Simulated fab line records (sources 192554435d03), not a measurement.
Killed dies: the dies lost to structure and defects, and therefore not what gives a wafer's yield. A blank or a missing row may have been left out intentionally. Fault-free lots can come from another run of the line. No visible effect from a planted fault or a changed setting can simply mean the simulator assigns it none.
Which tool was responsible? ; flow n5-finfet ; 36 wafers sampled from 12 lots at 1 step of a route of 1938

## WHAT EACH GAUGE READ, for each wafer
N5_BEOL_M13_INSPECT_30: inspects for defects (macro).
lot;measured;on;raw-defect-count
L258;day 12 13:27;defect-inspect-01;2 1 4
L259;day 13 10:07;defect-inspect-01;1 0 1
L269;day 14 19:53;defect-inspect-02;4 0 2
L270;day 15 13:46;defect-inspect-01;1 0 2
L271;day 15 19:52;defect-inspect-01;2 2 1
L272;day 15 20:02;defect-inspect-02;2 4 0
L274;day 16 21:31;defect-inspect-01;2 3 0
L276;day 16 21:33;defect-inspect-01;0 1 3
L277;day 16 23:38;defect-inspect-01;3 1 3
L278;day 17 09:14;defect-inspect-01;1 0 2
L279;day 18 04:00;defect-inspect-02;1 0 4
L280;day 18 07:08;defect-inspect-01;1 1 0

## EACH LOT AND THE TOOL THAT RAN IT (in order: tool; ch and the chambers of the sampled wafers; start)
The record shows no process step preceding these readings.

## WHAT THE TOOLS THEMSELVES READ (means of the sampled wafers that have a number; where no wafer has one, the mark that the record gives instead)
The record holds no such reading with a usual standard deviation.

## THE ANSWER, worked out from the rows above alone
Rule: the usual values come from the lots themselves. The widest of any qualifying gaps counts: lots, ordered by their means at a reading, are off when they make up no more than a third of the lots, leave a main group of 4 or more, and stand apart from it by 3 or more times the standard deviation of that group's means. A main group is skipped when, at the precision printed for the reading in the tables above, its means are all equal. A lot without any number at a reading at which 4 lots or more have one is off too. Where the step has rows for the other lots, those lots are counted as sound. After the gauges, taken in route order, come the tools' own readings; for these a lot's mean is taken, as printed above. At the first step where some lot is off, the reading lying furthest off is the one used; lots without a number count as furthest.
None of the lots is off at any reading shown; this tells nothing.

## WHAT HAD BEEN PUT IN BY THE SIMULATOR
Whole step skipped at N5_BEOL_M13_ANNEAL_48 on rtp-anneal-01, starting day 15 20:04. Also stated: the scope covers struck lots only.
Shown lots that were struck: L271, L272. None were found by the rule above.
